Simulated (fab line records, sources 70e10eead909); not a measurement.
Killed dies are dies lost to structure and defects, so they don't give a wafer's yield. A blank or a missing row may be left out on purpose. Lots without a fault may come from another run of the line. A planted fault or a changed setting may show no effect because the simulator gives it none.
Which tool did it? | flow nand_harc | 6 lots, 18 wafers sampled, at 3 steps of a route of 1159

WHAT THE GAUGES READ, wafer by wafer
NHARC_P_GATE_CD_MEAS_11: target cd 1640 nm.
lot  | measured    | on        | cd_nm (nm)
L259 | day 4 08:29 | cd_sem-03 | 1639.2 1638.7 1638.9
L261 | day 4 20:49 | cd_sem-01 | 1640.4 1640.8 1639.8
L263 | day 5 03:32 | cd_sem-03 | 1641.4 1640.7 1638.9
L268 | day 6 19:32 | cd_sem-01 | 1638.9 1641.0 1638.3
L273 | day 7 22:59 | cd_sem-02 | - - -
L280 | day 9 15:36 | cd_sem-03 | 1640.6 1639.8 1642.6

WHICH TOOL RAN EACH LOT (tool, then ch and the chambers of the sampled wafers, then the start)
lot  | NHARC_P_ZERO_WELL_ETCH_62                    | NHARC_P_GATE_EXPOSE_08
L259 | rie_diel-08 ch 0,2, day 4 08:20 or earlier   | krf_scanner-01 ch 0, day 4 08:20
L261 | rie_diel-13 ch 1,3, day 4 20:39 or earlier   | krf_scanner-03 ch 0, day 4 20:39
L263 | rie_diel-08 ch 0,1,2, day 5 03:22 or earlier | krf_scanner-01 ch 0, day 5 03:22
L268 | rie_diel-08 ch 0,1,2, day 6 19:23 or earlier | krf_scanner-03 ch 0, day 6 19:23
L273 | rie_diel-05 ch 0,3, day 7 22:49 or earlier   | krf_scanner-02 ch 0, day 7 22:49
L280 | rie_diel-05 ch 1,2,3, day 9 15:26 or earlier | krf_scanner-01 ch 0, day 9 15:26
- NHARC_P_ZERO_WELL_ETCH_62: etches the open film in CHF3/Ar, target depth 13 nm, time 6.5 s.
- NHARC_P_GATE_EXPOSE_08: exposes mask P HV.

THE ANSWER, worked out from the rows above alone
Rule: what is usual is taken from the lots themselves. Put in order of their means at a reading, lots are off if they are a third of the lots or fewer, leave a main group of 4 or more, and stand apart from it by a gap of 3 or more times the standard deviation of the main group's means; of several such gaps the widest counts. A main group whose means are all the same, to the digits that the tables above print for the reading, isn't used. A lot without any number at a reading at which 4 lots or more have one is off too. The other lots that the step has rows for count as sound.
Off: L273, at NHARC_P_GATE_CD_MEAS_11 (cd_nm). Without a number there: L273. The main group: mean 1640.0 nm, standard deviation 0.74.
A tool fits if, at a process step before that reading, it ran every lot that is off, and no sound lot after the first of them. The gauges at NHARC_P_GATE_CD_MEAS_11 are tried like those tools. NHARC_P_ZERO_WELL_ETCH_62 gives no start for some lots, so the hours and the order of its lots are those of NHARC_P_GATE_EXPOSE_08. Can't be told from this: 2 tools fit, krf_scanner-02 at NHARC_P_GATE_EXPOSE_08, cd_sem-02 at NHARC_P_GATE_CD_MEAS_11.

WHAT THE SIMULATOR HAD PUT IN
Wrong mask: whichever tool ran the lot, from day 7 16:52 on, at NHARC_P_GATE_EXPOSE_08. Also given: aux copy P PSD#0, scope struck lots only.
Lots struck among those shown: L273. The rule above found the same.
